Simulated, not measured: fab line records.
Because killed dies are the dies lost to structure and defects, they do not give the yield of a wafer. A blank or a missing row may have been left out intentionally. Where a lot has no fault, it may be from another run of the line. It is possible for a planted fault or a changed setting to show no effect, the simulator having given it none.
One fault seen from 2 desks -- flow nandHarc -- every desk sees just its own numbers, and what lay behind them comes last

AT THE METROLOGY DESK
What the gauges read, lot by lot, whatever tool the lot ran on: means of the sampled wafers that have a number. The brackets show how far a lot's mean lies from the usual mean; more than 4 standard deviations puts the lot out of limits, marked OUT.
Columns: A = cdNm at NHARC_A_ZERO_WELL_CD_MEAS_10, usual 2000.5 nm; B = thkNm at NHARC_A_ONON_D1_THK_MEAS_05, usual 999 nm
lot,first seen here,A,B
L744,day 6 16:21,2001.2,989
L745,day 7 03:33,2001.0,998
L749,day 7 15:32,2000.8,987
L748,day 7 16:51,2000.2,1001
L750,day 7 23:35,2000.1,996
L751,day 8 00:05,2001.1,1006
L753,day 8 14:19,1999.5,990
L754,day 9 04:58,2000.0,1004
L758,day 10 02:04,2003.1,1282 (+36) OUT
L759,day 10 06:59,1998.9,1264 (+34) OUT
L764,day 11 04:56,2001.6,989
L767,day 12 01:49,2000.7,992
L766,day 12 06:39,1999.5,1004
This desk's finding: out of limits on L758, L759; first on L758, day 11 01:28 (thkNm at NHARC_A_ONON_D1_THK_MEAS_05). L744, L745, L749, L748, L750, L751, L753, L754, L764, L767, L766 stayed within limits.

FOR THE TOOL OWNER'S DESK: pecvdOnon-03
The tool's own readings at NHARC_A_ONON_D1_DEP_03 (target thk 1000 nm): means of the sampled wafers that have a number, for each lot that ran on this tool. The brackets show how far a lot's mean lies from the usual mean; more than 4 standard deviations puts the lot out of limits, marked OUT.
Columns: A = n2FlowSccm at NHARC_A_ONON_D1_DEP_03, usual 2752 sccm; B = sih4FlowSccm at NHARC_A_ONON_D1_DEP_03, usual 210.0 sccm
lot,first seen here,A,B
L745,day 8 03:18,2763,209.7
L751,day 8 22:45,2741,209.8
L754,day 10 08:22,2757,210.4
L758,day 11 01:01,2751,209.8
L759,day 11 06:08,2756,210.3
This desk's finding: nothing out of limits on any of the 5 lots.

ALL TOGETHER
On L758, L759, the metrology desk was in a position to raise an alarm at day 11 01:28.
The desk of the tool owner found nothing out of limits.
On record at the tool owner's desk: L758, L759, within its limits.
Every lot named ran NHARC_A_ONON_D1_DEP_03 on pecvdOnon-03.

WHAT HAD BEEN PUT IN BY THE SIMULATOR
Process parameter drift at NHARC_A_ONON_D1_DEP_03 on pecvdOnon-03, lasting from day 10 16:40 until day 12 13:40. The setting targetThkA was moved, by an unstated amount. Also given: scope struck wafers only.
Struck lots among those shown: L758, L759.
Hours from the fault's start to each desk's first reading out of limits: the metrology desk, 9.
